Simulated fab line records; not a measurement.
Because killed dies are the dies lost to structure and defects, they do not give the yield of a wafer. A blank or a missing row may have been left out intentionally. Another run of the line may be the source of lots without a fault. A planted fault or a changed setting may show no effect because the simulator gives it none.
fab line records	flow nand-harc
[record] lots = 11	wafers = 33	last-day = 24
route steps=1159 shown P_GATE@146 END@1159
lots that met no fault: taken from a fault-free run of the same line
start-h: the number of hours between the record's first day and the start of the first shown wafer of the lot	wait-h: hours from the lot's prior step to this one	" as in the row above	L1.1+2: a single row standing in for several wafers	- no value, or no start was given	* or withheld: withheld	< > ~ a bound
route shown NAME@n: names a module that has steps shown in the file, with the first one's number in the route	usual: mean and standard deviation over wafers with no fault	same: alike in all rows	chamber/n: place in a boat	sites: per-site readings	_std_site: standard deviation of those values	_edge_site: the outer-site mean with the inner-site mean subtracted	radius-mm: for every site, how far away it sits from the centre of the wafer	mask NAME#n: copy n	behind: the last tool/chamber to shape the wafer	hold: why the lot went on hold/how many hours it stayed there/how the hold came to an end	device: the transistor (n, p or np) that didn't switch	end of line: the same wafers' tests at the end of the route	a step given without rows: its recipe and nothing more	killed: the dies lost at the first sort to structure and to defects; this is not the yield of the wafer	map: per-die view of a wafer (x killed, . not killed, _ where there is no die)
set.NAME: the setting that was run; set.NAME@STEP: the one run at that earlier step	model.NAME: the simulator's own value behind a step, which no gauge read
the route's steps for a sample of lots (tables are steps, rows are wafers)
services: from which hour (start-h, from the record's first day; less than 0 if before it) a tool's chamber was out of use, for how many hours, and why
[[steps]]
[step NHARC_P_GATE_HM_OPEN_105]
[recipe] target-depth-a = 3600	o2-flow-sccm = 400	cos-flow-sccm = 20	ar-flow-sccm = 0	rf-w = 500	bias-w = 300	chemistry = O2/COS
[usual] drypump-motor-current-A = 5.5/0.54	o2-flow-sccm = 400.0/1.1	oes-product-au = 1.001/0.0082	rf-vpp-V = 467.4/2.1	showerhead-plenum-p-Torr = 3.14/0.097	throttle-valve-pct = 28.331/0.0097
lot.wafer	tool	chamber	start-h	wait-h	drypump-motor-current-A	o2-flow-sccm	oes-product-au	rf-hours-counter-h	rf-vpp-V	showerhead-plenum-p-Torr	throttle-valve-pct
L818.2	rie-diel-11	1	-	-	6.4	401.5	1.005	29	468.7	3.24	28.342
L818.1	"	2	"	"	5.6	398.8	1.006	28	463.5	2.98	28.329
L818.3	"	3	"	"	5.4	400.8	1.007	26	466.0	3.04	28.308
L822.2	rie-diel-02	2	-	-	5.4	400.0	0.994	24	467.0	3.10	28.336
L822.4	"	0	"	"	4.7	399.7	1.008	27	469.0	3.23	28.319
L822.5	"	3	"	"	5.7	400.9	0.996	-	465.5	3.04	28.346
L824.4	rie-diel-02	3	-	-	5.7	400.8	1.002	27	464.3	3.04	28.344
L824.1	"	0	"	"	4.7	401.3	1.006	29	469.1	3.23	28.341
L824.2	"	1	"	"	5.3	396.6	1.002	30	467.1	3.10	28.335
L825.3	rie-diel-02	2	-	-	5.4	398.8	0.983	26	466.8	3.10	28.342
L825.5	"	1	"	"	5.3	401.9	1.003	-	467.0	3.10	28.332
L825.6	"	2	"	"	5.4	399.0	0.988	-	466.0	3.10	28.336
L826.1	rie-diel-03	2	-	-	5.6	398.8	1.008	31	470.3	3.31	28.321
L826.4	"	0	"	"	5.6	401.0	0.995	31	469.7	3.28	28.329
L826.5	"	1	"	"	4.9	399.5	1.009	-	470.3	3.24	28.326
L828.4	rie-diel-11	0	-	-	6.1	399.0	0.997	36	467.2	3.09	28.335
L828.5	"	1	"	"	6.4	401.4	0.993	-	469.5	3.23	28.334
L828.6	"	2	"	"	5.6	399.8	0.997	-	463.2	2.97	28.319
L831.3	rie-diel-03	2	-	-	5.6	401.0	0.988	42	470.9	3.30	28.340
L831.6	"	0	"	"	5.6	400.2	1.008	-	470.2	3.27	28.320
L831.5	"	1	"	"	4.9	398.6	1.009	-	469.1	3.23	28.324
L833.2	rie-diel-02	3	-	-	5.7	400.5	0.998	4	465.2	3.03	28.337
L833.3	"	1	"	"	5.4	401.2	1.007	4	466.3	3.09	28.324
L833.5	"	0	"	"	4.7	400.7	1.001	-	470.3	3.22	28.351
L834.1	rie-diel-03	1	-	-	4.9	398.0	1.006	51	469.2	3.23	28.320
L834.4	"	0	"	"	5.6	400.4	1.009	-	470.5	3.27	28.345
L834.5	"	3	"	"	6.8	398.8	1.006	-	466.2	3.10	28.326
L836.1	rie-diel-02	2	-	-	5.4	398.9	1.001	6	466.2	3.10	28.311
L836.4	"	3	"	"	5.7	399.7	1.002	6	464.7	3.03	28.328
L836.2	"	0	"	"	4.7	399.8	0.998	8	468.9	3.22	28.324
L840.1	rie-diel-02	1	-	-	5.3	400.9	1.002	14	466.6	3.09	28.325
L840.5	"	3	"	"	5.7	401.8	1.005	-	463.7	3.03	28.335
L840.6	"	0	"	"	4.7	399.2	1.001	-	468.4	3.22	28.324
[step NHARC_P_GATE_CD_MEAS_33]
[usual] cd-nm = 120.7/2.3
lot.wafer	tool	chamber	start-h	wait-h	cd-nm
L818.1	cd-sem-01	-	91.00	-	122.4
L818.2	"	-	"	"	123.1
L818.3	"	-	"	"	123.1
L822.2	cd-sem-02	-	116.09	-	120.2
L822.4	"	-	"	"	122.9
L822.5	"	-	"	"	121.1
L824.1	cd-sem-03	-	122.42	-	124.6
L824.2	"	-	"	"	116.0
L824.4	"	-	"	"	120.9
L825.3	cd-sem-01	-	130.63	0.2	122.6
L825.5	"	-	"	"	120.9
L825.6	"	-	"	"	121.5
L826.1	cd-sem-02	-	137.10	-	121.2
L826.4	"	-	"	"	122.9
L826.5	"	-	"	"	120.1
L828.4	cd-sem-01	-	150.15	0.1	125.7
L828.5	"	-	"	"	119.3
L828.6	"	-	"	"	123.7
L831.3	cd-sem-02	-	168.79	-	121.6
L831.5	"	-	"	"	121.4
L831.6	"	-	"	"	120.9
L833.2	cd-sem-01	-	182.37	-	122.3
L833.3	"	-	"	"	114.7
L833.5	"	-	"	"	121.8
L834.1	cd-sem-02	-	186.18	-	119.0
L834.4	"	-	"	"	121.5
L834.5	"	-	"	"	124.6
L836.1	cd-sem-03	-	197.86	-	120.4
L836.2	"	-	"	"	118.8
L836.4	"	-	"	"	120.7
L840.1	cd-sem-01	-	224.00	-	117.8
L840.5	"	-	"	"	120.4
L840.6	"	-	"	"	121.6
[step NHARC_P_GATE_EXPOSE_56]
[recipe] na = 0.6	target-cd-nm = 720	dose-mj = 14.81	mask-id = P_PSD
[usual] exposure-dose-mJ-cm2 = 14.809/0.015	focus-offset-nm = -0.1/0.51
lot.wafer	tool	chamber	start-h	wait-h	mask	exposure-dose-mJ-cm2	focus-offset-nm
L818.1	krf-scanner-03	0	104.09	-	P_PSD#0	14.789	0.1
L818.2	"	0	"	"	P_PSD#0	14.779	0.4
L818.3	"	0	"	"	P_PSD#0	14.779	-0.5
L822.2	krf-scanner-01	0	128.70	-	P_PSD#0	14.820	-2.0
L822.4	"	0	"	"	P_PSD#0	14.815	-0.8
L822.5	"	0	"	"	P_PSD#0	14.793	-0.6
L824.1	krf-scanner-03	0	134.96	-	P_PSD#0	14.812	0.1
L824.2	"	0	"	"	P_PSD#0	14.819	-0.1
L824.4	"	0	"	"	P_PSD#0	14.807	0.6
L825.3	krf-scanner-01	-	143.18	-	P_PSD#0	-	-
L825.5	"	-	"	"	P_PSD#0	-	-
L825.6	"	-	"	"	P_PSD#0	-	-
L826.1	krf-scanner-02	-	149.80	-	P_PSD#0	-	-
L826.4	"	-	"	"	P_PSD#0	-	-
L826.5	"	-	"	"	P_PSD#0	-	-
L828.4	krf-scanner-02	0	162.79	-	P_PSD#0	14.799	-0.1
L828.5	"	0	"	"	P_PSD#0	14.802	-0.4
L828.6	"	0	"	"	P_PSD#0	14.819	0.3
L831.3	krf-scanner-02	0	181.74	-	P_PSD#0	14.810	0.3
L831.5	"	0	"	"	P_PSD#0	14.827	0.1
L831.6	"	0	"	"	P_PSD#0	14.814	0.0
L833.2	krf-scanner-02	0	195.09	-	P_PSD#0	14.799	-0.7
L833.3	"	0	"	"	P_PSD#0	14.824	-1.0
L833.5	"	0	"	"	P_PSD#0	14.783	0.1
L834.1	krf-scanner-03	0	199.53	-	P_PSD#0	14.805	-0.6
L834.4	"	0	"	"	P_PSD#0	14.826	-0.5
L834.5	"	0	"	"	P_PSD#0	14.803	-0.3
L836.1	krf-scanner-01	0	211.24	-	P_PSD#0	14.793	-0.3
L836.2	"	0	"	"	P_PSD#0	14.788	-0.2
L836.4	"	0	"	"	P_PSD#0	14.820	0.4
L840.1	krf-scanner-02	0	236.38	-	P_PSD#0	14.821	0.2
L840.5	"	0	"	"	P_PSD#0	14.829	0.1
L840.6	"	0	"	"	P_PSD#0	14.819	0.7
[step NHARC_P_GATE_CD_MEAS_59]
[recipe] target-cd-nm = 720	landing-energy-ev = 500
[usual] cd-nm = 720.4/1.6
lot.wafer	tool	chamber	start-h	wait-h	cd-nm
L818.1	cd-sem-03	0	104.25	-	721.9
L818.2	"	0	"	"	720.0
L818.3	"	0	"	"	722.4
L822.2	cd-sem-03	0	128.86	-	718.8
L822.4	"	0	"	"	718.2
L822.5	"	0	"	"	719.7
L824.1	cd-sem-02	0	135.11	-	722.3
L824.2	"	0	"	"	719.0
L824.4	"	0	"	"	720.6
L825.3	cd-sem-02	0	143.33	-	-
L825.5	"	0	"	"	-
L825.6	"	0	"	"	-
L826.1	cd-sem-03	0	149.96	-	-
L826.4	"	0	"	"	-
L826.5	"	0	"	"	-
L828.4	cd-sem-02	0	162.94	-	720.2
L828.5	"	0	"	"	721.7
L828.6	"	0	"	"	721.2
L831.3	cd-sem-03	0	181.89	-	719.0
L831.5	"	0	"	"	719.7
L831.6	"	0	"	"	717.4
L833.2	cd-sem-02	0	195.25	-	720.2
L833.3	"	0	"	"	719.9
L833.5	"	0	"	"	717.1
L834.1	cd-sem-01	0	199.69	-	723.1
L834.4	"	0	"	"	720.0
L834.5	"	0	"	"	720.2
L836.1	cd-sem-03	0	211.40	-	720.4
L836.2	"	0	"	"	718.9
L836.4	"	0	"	"	722.2
L840.1	cd-sem-01	0	236.54	-	719.8
L840.5	"	0	"	"	719.8
L840.6	"	0	"	"	721.5
[step NHARC_P_GATE_DESCUM_93]
[recipe] time-s = 3	o2-flow-sccm = 200	ar-flow-sccm = 0	bias-power-w = 0	chemistry = O2
[usual] drypump-motor-current-A = 5.6/0.59	o2-flow-sccm = 200.0/0.65	oes-product-au = 1.002/0.0086	rf-vpp-V = 57.8/0.82	showerhead-plenum-p-Torr = 1.93/0.066	throttle-valve-pct = 11.311/0.009
lot.wafer	tool	chamber	start-h	wait-h	drypump-motor-current-A	o2-flow-sccm	oes-product-au	rf-hours-counter-h	rf-vpp-V	showerhead-plenum-p-Torr	throttle-valve-pct
L818.3	rie-diel-02	1	106.12	-	5.3	200.9	1.014	27	57.9	1.90	11.309
L818.2	"	3	"	"	5.7	200.1	1.005	24	56.9	1.86	11.309
L818.1	"	0	"	"	4.7	200.0	1.015	27	57.0	1.98	11.325
L822.2	rie-diel-03	0	130.72	-	5.6	200.3	1.006	29	57.3	2.01	11.313
L822.4	"	0	"	"	5.6	199.5	0.993	-	59.7	2.01	11.309
L822.5	"	3	"	"	6.7	200.0	1.012	-	57.5	1.91	11.309
L824.4	rie-diel-03	0	136.87	-	5.6	200.4	1.004	31	57.7	2.01	11.328
L824.1	"	1	"	"	4.9	201.6	1.009	34	58.4	1.99	11.328
L824.2	"	2	"	"	5.6	200.2	0.999	31	58.1	2.03	11.301
L825.3	rie-diel-03	3	145.07	-	6.8	200.1	1.011	32	57.8	1.91	11.308
L825.5	"	1	"	"	4.9	199.2	1.006	-	58.9	1.99	11.310
L825.6	"	2	"	"	5.6	200.6	1.010	-	57.0	2.03	11.313
L826.4	rie-diel-03	2	151.74	-	5.6	200.5	0.990	38	57.8	2.03	11.309
L826.1	"	3	"	"	6.8	200.8	1.011	36	58.5	1.91	11.335
L826.5	"	2	"	"	5.6	200.3	0.994	-	58.1	2.03	11.329
L828.4	rie-diel-03	3	164.84	-	6.7	199.5	1.021	40	57.8	1.90	11.308
L828.6	"	1	"	"	4.9	199.8	1.013	-	57.8	1.98	11.321
L828.5	"	2	"	"	5.6	199.7	0.997	-	59.8	2.03	11.323
L831.3	rie-diel-11	2	183.77	-	5.6	200.2	1.008	60	57.8	1.81	11.314
L831.6	"	2	"	"	5.6	200.5	1.007	-	58.6	1.81	11.314
L831.5	"	3	"	"	5.4	199.8	0.989	-	58.6	1.85	11.303
L833.2	rie-diel-02	3	197.30	-	5.7	199.9	0.999	7	58.3	1.86	11.311
L833.3	"	0	"	"	4.7	198.8	0.994	8	57.0	1.98	11.320
L833.5	"	2	"	"	5.4	199.5	1.006	-	56.7	1.90	11.316
L834.4	rie-diel-11	0	201.57	-	6.1	199.8	0.986	0	57.6	1.89	11.318
L834.1	"	2	"	"	5.6	199.5	0.996	0	56.0	1.81	11.311
L834.5	"	0	"	"	6.1	200.4	0.986	-	56.9	1.89	11.300
L836.4	rie-diel-11	0	213.15	-	6.1	200.4	0.988	3	56.9	1.89	11.305
L836.2	"	1	"	"	6.3	200.8	1.006	3	58.9	1.98	11.308
L836.1	"	3	"	"	5.4	200.2	0.991	3	57.6	1.85	11.316
L840.1	rie-diel-02	2	238.43	-	5.4	199.6	0.991	13	57.6	1.89	11.311
L840.5	"	1	"	"	5.3	199.9	0.995	-	56.9	1.89	11.289
L840.6	"	2	"	"	5.3	199.5	0.997	-	56.8	1.89	11.323
[step NHARC_END_SORT_01]
[recipe] temp-c = 25
[usual] killed-at-array = 26/10	killed-at-other = 0.5/0.87	killed-at-periphery = 3.0/2.5	killed-dies = 29/11	killed-open = 3.3/1.9	killed-short = 1.8/1.5
[same] gross-dies = 677
lot.wafer	tool	chamber	start-h	wait-h	killed-at-array	killed-at-other	killed-at-periphery	killed-dies	killed-open	killed-short
L825.3	prober-01	0	483.63	3.1	29	0	648	677	4	0
L825.5	prober-01	0	485.24	3.7	24	1	652	677	2	4
L825.6	prober-01	0	486.04	4.0	27	1	649	677	7	1
L826.1	prober-02	0	491.31	2.5	23	0	654	677	1	6
L826.4	prober-02	0	493.73	3.4	27	0	650	677	4	2
L826.5	prober-02	0	494.53	3.7	19	0	658	677	3	1
// killed by level:class
L825.3 P_GATE:area-expose=648 A_CHANNEL_HOLE_D1:chamber-film-flake=14 A_SLIT:chamber-film-flake=6 A_ONON_D1:geometric-particle:open=2 A_CHANNEL_FILL_D1:chamber-film-flake=2 A_CONTACT:geometric-particle:open=1 A_M1:geometric-particle:open=1 A_ZERO_WELL:chamber-film-flake=1
L825.5 P_GATE:area-expose=652 A_CHANNEL_HOLE_D1:chamber-film-flake=15 A_CHANNEL_HOLE_D1:geometric-particle:short=2 A_SLIT:chamber-film-flake=2 A_ONON_D1:geometric-particle:short=1 A_CHANNEL_FILL_D1:geometric-particle:short=1 A_SGD_CUT:geometric-particle:open=1 STARTING-WAFER:geometric-particle:open=1
L825.6 P_GATE:area-expose=648 A_CHANNEL_HOLE_D1:chamber-film-flake=15 A_SLIT:chamber-film-flake=2 A_CONTACT:chamber-film-flake=2 P_GATE:geometric-particle:open=1 A_ONON_D1:geometric-particle:short=1 A_ONON_D1:geometric-particle:open=1 A_SGD_CUT:geometric-particle:open=1
L826.1 P_GATE:area-expose=652 A_CHANNEL_HOLE_D1:chamber-film-flake=13 A_CONTACT:chamber-film-flake=3 A_CHANNEL_FILL_D1:geometric-particle:short=2 P_STI:geometric-particle:short=1 P_CONTACT:geometric-particle:short=1 A_WL_FILL:geometric-particle:short=1 A_CONTACT:geometric-particle:open=1
L826.4 P_GATE:area-expose=650 A_CHANNEL_HOLE_D1:chamber-film-flake=17 A_M0:geometric-particle:open=2 A_CONTACT:chamber-film-flake=2 A_CHANNEL_FILL_D1:geometric-particle:open=1 A_WL_FILL:geometric-particle:short=1 A_CONTACT:geometric-particle:open=1 A_CONTACT:geometric-particle:short=1
L826.5 P_GATE:area-expose=656 A_CHANNEL_HOLE_D1:chamber-film-flake=14 A_WL_FILL:geometric-particle:open=2 P_M0:geometric-particle:open=1 A_SGD_CUT:geometric-particle:short=1 P_STI:chamber-film-flake=1 A_CONTACT:chamber-film-flake=1 A_BONDPAD:chamber-film-flake=1
[[services]]
tool	chamber	start-h	hours	kind
rie-diel-02	3	77.09	5.6	repair
rie-diel-02	0	80.87	-	clean
rie-diel-02	1	80.87	-	clean
rie-diel-02	2	80.87	-	clean
krf-scanner-01	-	84.00	4.0	pm
rie-diel-11	0	85.66	21.6	repair
rie-diel-11	3	86.57	2.1	repair
rie-diel-02	2	95.94	13.9	repair
rie-diel-03	2	125.38	6.1	repair
rie-diel-03	-	129.29	0.2	repair
rie-diel-03	0	140.09	5.1	repair
rie-diel-02	3	144.75	8.2	repair
krf-scanner-01	-	147.75	7.0	repair
rie-diel-02	-	150.70	9.0	pm
krf-scanner-03	-	168.00	4.0	pm
krf-scanner-02	-	171.90	2.2	repair
rie-diel-03	2	175.48	10.4	repair
krf-scanner-02	-	184.10	0.7	repair
rie-diel-02	3	184.48	4.1	repair
rie-diel-02	2	186.18	7.2	repair
rie-diel-11	-	189.50	9.0	pm
krf-scanner-02	-	210.00	4.0	pm
rie-diel-03	-	215.46	9.0	pm
krf-scanner-03	-	236.41	0.4	repair
[[key]]
[first-sign] step = NHARC_P_GATE_EXPOSE_56	reading = tool-record	direction = missing
[effect] step = NHARC_P_GATE_CD_MEAS_59	reading = cd-nm	direction = missing
[effect] step = NHARC_END_SORT_01	reading = killed-at-periphery	direction = up	sigmas = 99+	usual = 3.0	struck = 651.8
[more-kills-born-at] NHARC_P_GATE_EXPOSE_56@krf-scanner-02 = 1958	NHARC_P_GATE_EXPOSE_56@krf-scanner-01 = 1948
met-at NHARC_P_GATE_EXPOSE_56
struck-lots L825,L826
later-rows-left-out L825.3,L825.5,L825.6,L826.1,L826.4,L826.5
tester-left-out L825,L826
not-acting-at NHARC_P_GATE_HM_OPEN_105,NHARC_P_GATE_CD_MEAS_33,NHARC_P_GATE_DESCUM_93
onset-between 128.70 143.18
[earlier-fault] kind = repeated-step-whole	tool = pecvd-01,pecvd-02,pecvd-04	chamber = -	onset-h = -	steps = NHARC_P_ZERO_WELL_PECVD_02	times = 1	scope = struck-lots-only
[fault] kind = skipped-step-whole	tool = krf-scanner-01,krf-scanner-02	chamber = -	onset-h = 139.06	steps = NHARC_P_GATE_EXPOSE_56	scope = struck-lots-only
// tester-left-out: of these lots the tester's yield and bins aren't shown, on N5 and GAA mostly nor the transistor test; their killed dies are dies lost to structure and defects alone, not to doping, threshold or leakage, so they don't give the yield
// later-rows-left-out: the simulator's readings of these wafers behind a module that went badly wrong aren't trusted and aren't shown, but for the sort
